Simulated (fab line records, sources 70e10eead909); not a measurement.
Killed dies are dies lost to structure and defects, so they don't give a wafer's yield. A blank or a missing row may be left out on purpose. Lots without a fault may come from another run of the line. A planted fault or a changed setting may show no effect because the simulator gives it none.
Problem report in the 8D (eight disciplines) form, filled by code | flow nand_harc | the parts of the form that need people (team, actions taken, sign-off) are left out

1. THE PROBLEM
killed_at_array at NHARC_END_SORT_01 reads a mean of 671 on 2 wafers of 2 lots; wafers without a fault read 26 with a standard deviation of 10. That is +64 standard deviations from the usual mean.
First seen on wafer L217.1, day 24 05:56, on prober-01. The record holds 6 wafers of 2 lots with a number at this step. Rule for "out", or "out of limits": more than 4 standard deviations from the usual mean. The other wafers with a number count as sound.

2. WHAT IT IS AND WHAT IT IS NOT
question                    | is                           | is not
which readings at this step | killed_at_array, killed_dies | killed_at_other, killed_at_periphery, killed_open
which lots                  | L217, L221                   | -
which wafers of those lots  | L217.1, L221.3               | L217.3, L217.4, L221.5, L221.6
read on which gauges        | prober-01                    | -
when                        | from day 24 05:56            | up to then (0 sound wafers); but 4 sound wafers of L217, L221 came after

3. SUSPECTS, AND WHAT RULES EACH OUT
Counting: a tool at a process step up to the reading stays a suspect if it ran every lot that is out. Sound lots after the first of them don't rule it out here, since some wafers of a struck lot are sound.
- the gauge at NHARC_END_SORT_01: kept. All the wafers that are out were read on prober-01, and no step on other tools shows them out.
- pvd_sputter-03 at NHARC_A_BLC_PVD_32 (deposits Ti, target thk 5 nm, time 17.7 s): kept. It ran every lot that is out, first L217 (day 22 05:17).
- pvd_sputter-03 at NHARC_A_BONDPAD_DEGAS_25 (time 60 s): kept. It ran every lot that is out, first L217 (day 22 20:59).
Left after counting: pvd_sputter-03 at NHARC_A_BLC_PVD_32, pvd_sputter-03 at NHARC_A_BONDPAD_DEGAS_25, prober-01 at NHARC_END_SORT_01.

4. THE CAUSE (what the simulator had put in)
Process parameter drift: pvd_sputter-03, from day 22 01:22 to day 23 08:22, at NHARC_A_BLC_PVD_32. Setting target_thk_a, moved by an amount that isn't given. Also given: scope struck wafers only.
Counting left 3 suspects, and this tool is among them.

5. THE CHAIN OF EFFECTS, in route order
Each row: a reading whose mean over the struck wafers that have a number lies more than 3 standard deviations from the usual. Only readings for which the record gives a usual standard deviation are gone through. hours: the time from each lot's start at the first step in this table that gives one to its start at this step, as a median over the lots. sigmas: the change in usual standard deviations.
hours | step              | reading         | usual | on struck wafers | change | sigmas
0     | NHARC_END_SORT_01 | killed_at_array | 26    | 671              | +645   | +64
0     | NHARC_END_SORT_01 | killed_dies     | 29    | 677              | +648   | +59

6. WHAT WOULD HAVE CAUGHT IT SOONER
In this record the first reading out of limits at a measuring or inspecting step was taken at day 24 05:56, 53 hours after the fault began at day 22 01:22.
Of the tool readings at NHARC_A_BLC_PVD_32 for which the record gives a usual standard deviation, none was out on any struck wafer, so an alarm limit of 4 standard deviations on them would not have fired.
All the lots that are out (2) had begun NHARC_A_BLC_PVD_32 on pvd_sputter-03 by day 24 05:56. A hold on the tool at that time would have spared none of them.
